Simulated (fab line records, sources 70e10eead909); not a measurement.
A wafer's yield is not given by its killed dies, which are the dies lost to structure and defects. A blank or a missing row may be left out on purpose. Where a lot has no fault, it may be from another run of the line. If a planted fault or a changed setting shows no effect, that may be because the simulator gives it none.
Which tool was responsible?    flow nand_harc    24 lots, 72 wafers sampled, at 1 step of a route of 1302

WHAT EACH GAUGE READ, for each wafer
NHARC_A_M0_INSPECT_11. Usual: raw_defect_count 82, standard deviation 37.
lot   measured      on                 raw_defect_count  flag
L074  day 22 10:24  defect_inspect-02  70 72 77          
L076  day 23 08:13  defect_inspect-02  22 23 15          
L075  day 23 08:31  defect_inspect-01  167 149 156       
L077  day 23 23:26  defect_inspect-02  98 105 102        
L078  day 24 09:32  defect_inspect-02  59 65 58          
L079  day 25 10:31  defect_inspect-01  103 85 107        
L080  day 25 19:11  defect_inspect-02  131 101 131       
L081  day 26 02:46  defect_inspect-01  60 62 79          
L082  day 26 03:29  defect_inspect-02  122 129 108       
L083  day 26 23:32  defect_inspect-01  139 149 146       
L084  day 27 04:35  defect_inspect-01  54 66 61          
L085  day 27 06:44  defect_inspect-02  92 88 95          
L086  day 27 11:34  defect_inspect-01  12 17 17          
L087  day 28 05:49  defect_inspect-01  106 105 76        
L088  day 28 16:50  defect_inspect-02  96 98 109         
L089  day 28 20:46  defect_inspect-02  101 93 97         
L090  day 28 23:05  defect_inspect-01  35 33 39          
L091  day 30 17:23  defect_inspect-02  117 122 117       
L092  day 30 17:57  defect_inspect-02  92 87 76          
L093  day 30 22:27  defect_inspect-01  37 32 35          
L094  day 30 22:58  defect_inspect-02  60 81 82          
L095  day 31 18:29  defect_inspect-01  33 30 30          
L097  day 32 08:56  defect_inspect-01  113 105 99        
L096  day 32 10:33  defect_inspect-01  63 58 60          

TOOL THAT RAN EACH LOT (tool first, then ch and the chambers of the sampled wafers, then the start)
No process step before these readings appears in the record.

WHAT THE TOOLS THEMSELVES READ (means of the sampled wafers that have a number; where no wafer has one, the mark that the record gives instead)
The record holds no such reading with a usual standard deviation.

THE ANSWER, worked out from the rows above alone
Rule: take the mean of a lot's wafers that have a number; if it is more than 3 standard deviations from the usual mean, the lot is off. Also off: a lot with no number at a reading for which 4 or more lots have one. All remaining lots with rows at the step are treated as sound. Order of review: gauges by route order, followed by the tools' own readings, for which a lot's mean as printed above is used. The first step at which some lot is off is used, and at that step the reading that is off furthest; a lot without a number counts as furthest.
None of the lots is off at any reading shown; this tells nothing.

WHAT THE SIMULATOR PUT IN
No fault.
